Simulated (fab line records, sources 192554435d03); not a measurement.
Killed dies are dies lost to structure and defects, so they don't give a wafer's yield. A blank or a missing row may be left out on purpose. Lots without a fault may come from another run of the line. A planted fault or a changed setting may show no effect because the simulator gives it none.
One fault seen from 3 desks | flow n5_finfet | each desk has only its own numbers; what lay behind them comes last

THE DEFECT DESK
What the inspections along the route counted, lot by lot: means of the sampled wafers that have a number. A lot is out of limits, marked OUT, if its mean lies more than 4 standard deviations from the usual mean; the brackets give that distance.
Columns: A = raw_defect_count at N5_SDB_INSPECT_13, usual 68
lot  | first seen here | A
L230 | day 4 11:35     | 67
L231 | day 4 16:41     | 68
L235 | day 5 19:22     | 44
L236 | day 5 23:48     | 68
L244 | day 8 00:26     | 90
L246 | day 8 12:58     | 77
L248 | day 9 01:00     | 89
L249 | day 9 08:07     | 80
L250 | day 9 17:02     | 76
This desk's finding: nothing out of limits on any of the 9 lots.

THE METROLOGY DESK
What the gauges read, lot by lot, whatever tool the lot ran on: means of the sampled wafers that have a number. A lot is out of limits, marked OUT, if its mean lies more than 4 standard deviations from the usual mean; the brackets give that distance. Of its 10 readings 7 are shown: those that lie furthest out on some lot.
Columns: A = DIBL_N at N5_BEOL_M4_RC_MEAS_101, usual 36.3 mV/V; B = DIBL_P at N5_BEOL_M4_RC_MEAS_101, usual 36.1 mV/V; C = IOFF_N at N5_BEOL_M4_RC_MEAS_101, usual 0.161 nA/um; D = SS_N at N5_BEOL_M4_RC_MEAS_101, usual 71.5 mV/dec; E = SS_P at N5_BEOL_M4_RC_MEAS_101, usual 73.2 mV/dec; F = VT_N at N5_BEOL_M4_RC_MEAS_101, usual 249.1 mV; G = VT_P at N5_BEOL_M4_RC_MEAS_101, usual -249.9 mV
lot  | first seen here | A    | B    | C     | D    | E    | F     | G
L230 | day 8 14:11     | 35.0 | 34.0 | 0.132 | 71.2 | 72.9 | 252.3 | -251.3
L231 | day 8 17:25     | 35.4 | 34.5 | 0.128 | 70.3 | 72.5 | 252.2 | -255.1
L235 | day 9 14:19     | 37.2 | 34.8 | 0.163 | 71.6 | 72.9 | 249.1 | -249.6
L236 | day 9 20:49     | 34.5 | 35.7 | 0.158 | 71.7 | 72.9 | 247.0 | -251.4
L244 | day 12 04:41    | 36.8 | 38.3 | 0.182 | 71.8 | 73.4 | 247.1 | -250.9
L246 | day 12 14:46    | 35.9 | 34.8 | 0.157 | 71.3 | 72.6 | 249.6 | -248.5
L248 | day 12 20:45    | 35.4 | 36.7 | 0.130 | 71.5 | 73.2 | 254.5 | -250.7
L249 | day 13 06:17    | 35.9 | 37.2 | 0.170 | 72.1 | 73.5 | 247.9 | -249.7
L250 | day 13 22:22    | 36.0 | 35.4 | 0.147 | 71.8 | 73.3 | 250.6 | -247.7
This desk's finding: nothing out of limits on any of the 9 lots.

THE TOOL OWNER'S DESK: litho_track-01
The tool's own readings at N5_SDB_COAT_03 (time 60 s, resist thk 100 nm): means of the sampled wafers that have a number, for each lot that ran on this tool. A lot is out of limits, marked OUT, if its mean lies more than 4 standard deviations from the usual mean; the brackets give that distance.
Columns: A = chill_plate_temp_C at N5_SDB_COAT_03, usual 22.98 C; B = spin_speed_rpm at N5_SDB_COAT_03, usual 1500.0 rpm
lot  | first seen here | A     | B
L230 | day 4 11:10     | 23.06 | 1499.6
L235 | day 5 18:57     | 23.02 | 1500.4
L244 | day 8 00:01     | 22.93 | 1763.1 (+99 or more) OUT
L246 | day 8 12:32     | 23.06 | 1762.9 (+99 or more) OUT
This desk's finding: out of limits on L244, L246; first on L244, day 8 00:01 (spin_speed_rpm at N5_SDB_COAT_03). In limits: L230, L235.

PUT TOGETHER
The tool owner's desk could have raised an alarm at day 8 00:01, on L244, L246.
The defect desk saw nothing out of limits.
The metrology desk saw nothing out of limits.
The defect desk has L244, L246 on record, within its limits.
The metrology desk has L244, L246 on record, within its limits.
Of the lots named, all ran N5_SDB_COAT_03 on litho_track-01.

WHAT THE SIMULATOR HAD PUT IN
Process parameter drift: litho_track-01, from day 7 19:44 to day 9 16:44, at N5_SDB_COAT_03. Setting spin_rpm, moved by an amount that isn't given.
Lots struck among those shown: L244, L246.
Hours from the fault's start to each desk's first reading out of limits: the tool owner's desk, 4.
